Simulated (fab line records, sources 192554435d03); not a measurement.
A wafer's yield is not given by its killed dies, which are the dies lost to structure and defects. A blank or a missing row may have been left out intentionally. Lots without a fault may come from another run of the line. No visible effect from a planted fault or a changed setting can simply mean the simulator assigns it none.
Split-lot trial | flow n5_finfet | on a route of 1938 steps: 7 lots, 39 wafers read

== THE SPLIT ITSELF ==
At N5_SD_EPI_N_EPI_21 (deposits Si:P, time 690 s), the setting epi_growth_time_s was moved away from the recipe's 690 s on 12 of the 39 wafers read, by -32.0% to +57.7%. All remaining wafers had this setting at the recipe value.

The reading comes from the split's own step.

== THE READING ==
Si-P_of_SD_EPI_N_EPI_21.thk_nm (the simulator's own value, which no gauge read), in nm, at N5_SD_EPI_N_EPI_21 (deposits Si:P, time 690 s). The file does not state a usual value for it. Average 58.9 nm, standard deviation 0.67 nm, over the 27 wafers here run with the recipe.

wafer  | tool, chamber at the split | epi_growth_time_s as run, s | against the recipe | Si-P_of_SD_EPI_N_EPI_21.thk_nm, nm | against lot-mates on the recipe
L074.1 | epi_rpcvd-01, 0            | 690                         | recipe             | 59                                 | -
L074.3 | epi_rpcvd-01, 0            | 690                         | recipe             | 59                                 | -
L074.2 | epi_rpcvd-01, 0            | 690                         | recipe             | 58.4                               | -
L074.4 | epi_rpcvd-01, 0            | 690                         | recipe             | 58.4                               | -
L074.5 | epi_rpcvd-01, 0            | 690                         | recipe             | 59.2                               | -
L074.6 | epi_rpcvd-01, 0            | 690                         | recipe             | 59.2                               | -
L082.1 | epi_rpcvd-01, 0            | 1062                        | +53.9%             | 82                                 | +23.0
L082.2 | epi_rpcvd-01, 0            | 690                         | recipe             | 59.4                               | -
L082.3 | epi_rpcvd-01, 0            | 690                         | recipe             | 58.4                               | -
L082.4 | epi_rpcvd-01, 0            | 1062                        | +53.9%             | 79.8                               | +20.8
L082.5 | epi_rpcvd-01, 0            | 1062                        | +53.9%             | 80.2                               | +21.2
L082.6 | epi_rpcvd-01, 0            | 690                         | recipe             | 59.2                               | -
L085.1 | epi_rpcvd-02, 0            | 690                         | recipe             | 59.8                               | -
L085.2 | epi_rpcvd-02, 0            | 690                         | recipe             | 59.8                               | -
L085.3 | epi_rpcvd-02, 0            | 690                         | recipe             | 59.2                               | -
L085.6 | epi_rpcvd-02, 0            | 690                         | recipe             | 59.2                               | -
L085.4 | epi_rpcvd-02, 0            | 690                         | recipe             | 59                                 | -
L085.5 | epi_rpcvd-02, 0            | 690                         | recipe             | 60                                 | -
L090.1 | epi_rpcvd-04, 0            | 690                         | recipe             | 58.4                               | -
L090.2 | epi_rpcvd-04, 0            | 871.8                       | +26.3%             | 68.2                               | +10.1
L090.3 | epi_rpcvd-04, 0            | 871.8                       | +26.3%             | 69                                 | +10.9
L090.4 | epi_rpcvd-04, 0            | 690                         | recipe             | 57.8                               | -
L090.5 | epi_rpcvd-04, 0            | 871.8                       | +26.3%             | 68.6                               | +10.5
L090.6 | epi_rpcvd-04, 0            | 690                         | recipe             | 58                                 | -
L091.1 | epi_rpcvd-04, 0            | 690                         | recipe             | 58                                 | -
L091.2 | epi_rpcvd-04, 0            | 1088                        | +57.7%             | 80.2                               | +21.7
L091.3 | epi_rpcvd-04, 0            | 1088                        | +57.7%             | 80.2                               | +21.7
L091.4 | epi_rpcvd-04, 0            | 690                         | recipe             | 58.8                               | -
L091.5 | epi_rpcvd-04, 0            | 690                         | recipe             | 58.6                               | -
L091.6 | epi_rpcvd-04, 0            | 1088                        | +57.7%             | 80.8                               | +22.3
L092.1 | epi_rpcvd-01, 0            | 469.5                       | -32.0%             | 43                                 | -15.0
L092.2 | epi_rpcvd-01, 0            | 469.5                       | -32.0%             | 42.4                               | -15.6
L092.3 | epi_rpcvd-01, 0            | 690                         | recipe             | 57.8                               | -
L092.4 | epi_rpcvd-01, 0            | 469.5                       | -32.0%             | 43.2                               | -14.8
L092.5 | epi_rpcvd-01, 0            | 690                         | recipe             | 58.2                               | -
L092.6 | epi_rpcvd-01, 0            | 690                         | recipe             | 58                                 | -
L096.2 | epi_rpcvd-01, 0            | 690                         | recipe             | 59.6                               | -
L096.3 | epi_rpcvd-01, 0            | 690                         | recipe             | 60.2                               | -
L096.5 | epi_rpcvd-01, 0            | 690                         | recipe             | 59.2                               | -

THE FIT
A straight line over all 39 wafers: Si-P_of_SD_EPI_N_EPI_21.thk_nm changes by +0.407 nm for each +1% of epi_growth_time_s; r = +0.99; the points scatter about the line by 1.2 nm.
The same after taking each lot's own level away (the mean of its wafers on the recipe; 39 wafers): +0.406 nm for each +1%; r = +1.00; scatter 0.8 nm.
According to that fit, moving epi_growth_time_s by its largest amount changes the reading by 23 nm.
The lots' own levels span 58.00 to 59.67 nm, that is 2.5 times the standard deviation above.
Consequently the slope shifts little with the lot-to-lot level, the two slopes agreeing.
Check: +23.3 nm against its lot-mates is what the line predicts for one of the wafers moved furthest among these (+57.7%) when that wafer is left out of the fit. It came out at +21.7 nm against them.

== ADDITIONAL SPLITS CARRIED BY THESE WAFERS ==
Other splits were also applied to these wafers ahead of the reading. Each is held against what the fit with the lots' levels taken away leaves over:
other split on the same wafers | wafers away from the commonest value | r with Si-P_of_SD_EPI_N_EPI_21.thk_nm (lot level and that fit taken away)
N5_FIN_SAQP_ETCH_65 time_s     | 18                                   | +0.36

== THE WHOLE CHAIN: every reading that the file lists as answering this split, in the file's order ==
step                        | what it does                 | reading                                                                         | change (the file's fit)                                                              | r (the file's)
N5_SD_EPI_N_EPI_21          | deposits Si:P, time 690 s    | Si-P_of_SD_EPI_N_EPI_21.thk_nm (the simulator's own value, which no gauge read) | +0.402 nm for each +1% of the setting                                                | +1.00
N5_SD_EPI_N_EPI_MEAS_23     |                              | thk_nm                                                                          | withheld for each +1% of the setting                                                 | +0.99
N5_SD_ACTIVATION_RS_MEAS_03 | measures by four-point-probe | RS_SD_N                                                                         | not straight: 29.89 at the lowest setting, 21.91 at the recipe, 16.06 at the highest | not given

== FILE'S OWN FIT ==
Si-P_of_SD_EPI_N_EPI_21.thk_nm changes by +0.402 nm for each +1% of epi_growth_time_s, r = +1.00.
